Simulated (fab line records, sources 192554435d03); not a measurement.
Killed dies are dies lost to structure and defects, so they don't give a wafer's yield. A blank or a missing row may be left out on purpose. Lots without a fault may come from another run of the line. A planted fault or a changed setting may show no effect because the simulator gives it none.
Split-lot experiment | flow n5_finfet | 7 lots, 21 wafers read, on a route of 1938 steps

THE SPLIT
At N5_BEOL_M5_COAT_05 (resist thk 30 nm), the setting spin_rpm was moved away from the recipe's 1500 rpm on 6 of the 21 wafers read, by -10.4% to +8.5%. The other wafers ran this setting at the recipe's value.

FROM THE SPLIT TO THE READING: what the file shows between them, 2 steps
- N5_BEOL_M5_EBR_07
- N5_BEOL_M5_SOFTBAKE_06: time 60 s

THE READING
CAR-EUV_of_BEOL_M5_COAT_05.thk_nm (the simulator's own value, which no gauge read), in nm, at N5_BEOL_M5_DESCUM_16 (chemistry O2, time 7 s). The file gives no usual value for it. The 15 wafers here that ran the recipe average 26.1 nm, standard deviation 0.088 nm.

wafer  | tool, chamber at the split | spin_rpm as run, rpm | against the recipe | CAR-EUV_of_BEOL_M5_COAT_05.thk_nm, nm | against lot-mates on the recipe
L076.4 | litho_track-01, 0          | 1628                 | +8.5%              | 25                                    | -1.2
L076.6 | litho_track-01, 0          | 1628                 | +8.5%              | 25                                    | -1.2
L076.5 | litho_track-01, 0          | 1500                 | recipe             | 26.2                                  | -
L074.3 | litho_track-01, 0          | 1593                 | +6.2%              | 25                                    | -1.0
L074.4 | litho_track-01, 0          | 1500                 | recipe             | 26                                    | -
L074.6 | litho_track-01, 0          | 1500                 | recipe             | 26                                    | -
L079.3 | litho_track-03, 0          | 1500                 | recipe             | 26                                    | -
L079.5 | litho_track-03, 0          | 1500                 | recipe             | 26                                    | -
L079.6 | litho_track-03, 0          | 1500                 | recipe             | 26                                    | -
L085.1 | litho_track-02, 0          | 1500                 | recipe             | 26                                    | -
L085.2 | litho_track-02, 0          | 1500                 | recipe             | 26                                    | -
L085.6 | litho_track-02, 0          | 1358                 | -9.5%              | 27.6                                  | +1.6
L093.4 | litho_track-03, 0          | 1500                 | recipe             | 26                                    | -
L093.5 | litho_track-03, 0          | 1500                 | recipe             | 26                                    | -
L093.6 | litho_track-03, 0          | 1500                 | recipe             | 26.2                                  | -
L095.1 | litho_track-01, 0          | 1594                 | +6.3%              | 25                                    | -1.1
L095.2 | litho_track-01, 0          | 1500                 | recipe             | 26                                    | -
L095.3 | litho_track-01, 0          | 1500                 | recipe             | 26.2                                  | -
L096.4 | litho_track-03, 0          | 1500                 | recipe             | 26.2                                  | -
L096.5 | litho_track-03, 0          | 1500                 | recipe             | 26                                    | -
L096.6 | litho_track-03, 0          | 1344                 | -10.4%             | 27.8                                  | +1.7

THE FIT
A straight line over all 21 wafers: CAR-EUV_of_BEOL_M5_COAT_05.thk_nm changes by -0.152 nm for each +1% of spin_rpm; r = -0.99; the points scatter about the line by 0.12 nm.
The same after taking each lot's own level away (the mean of its wafers on the recipe; 21 wafers): -0.158 nm for each +1%; r = -0.99; scatter 0.083 nm.
On that fit, the largest move of spin_rpm shifts the reading by 1.6 nm.
The lots' own levels span 26.00 to 26.20 nm, that is 2.3 times the standard deviation above.
So the lot-to-lot level changes the slope little: the two slopes agree.
Check: with one of the wafers moved furthest among these (-10.4%) left out of the fit, the line predicts +1.64 nm for it against its lot-mates. It came out at +1.7 nm against them.

OTHER SPLITS ON THESE WAFERS
These wafers also went through other splits before the reading. Each is held against what the fit with the lots' levels taken away leaves over:
other split on the same wafers    | wafers away from the commonest value | r with CAR-EUV_of_BEOL_M5_COAT_05.thk_nm (lot level and that fit taken away)
N5_BEOL_M3_HM_DEP_02 target_thk_a | 6                                    | -0.32

THE WHOLE CHAIN: every reading that the file lists as answering this split, in the file's order
step                 | what it does           | reading                                                                            | change (the file's fit)               | r (the file's)
N5_BEOL_M5_COAT_05   | resist thk 30 nm       | CAR-EUV_of_BEOL_M5_COAT_05.thk_nm (the simulator's own value, which no gauge read) | -0.154 nm for each +1% of the setting | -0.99
N5_BEOL_M5_DESCUM_16 | chemistry O2, time 7 s | CAR-EUV_of_BEOL_M5_COAT_05.thk_nm (the simulator's own value, which no gauge read) | -0.161 nm for each +1% of the setting | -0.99

THE FILE'S OWN FIT
CAR-EUV_of_BEOL_M5_COAT_05.thk_nm changes by -0.161 nm for each +1% of spin_rpm, r = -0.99.
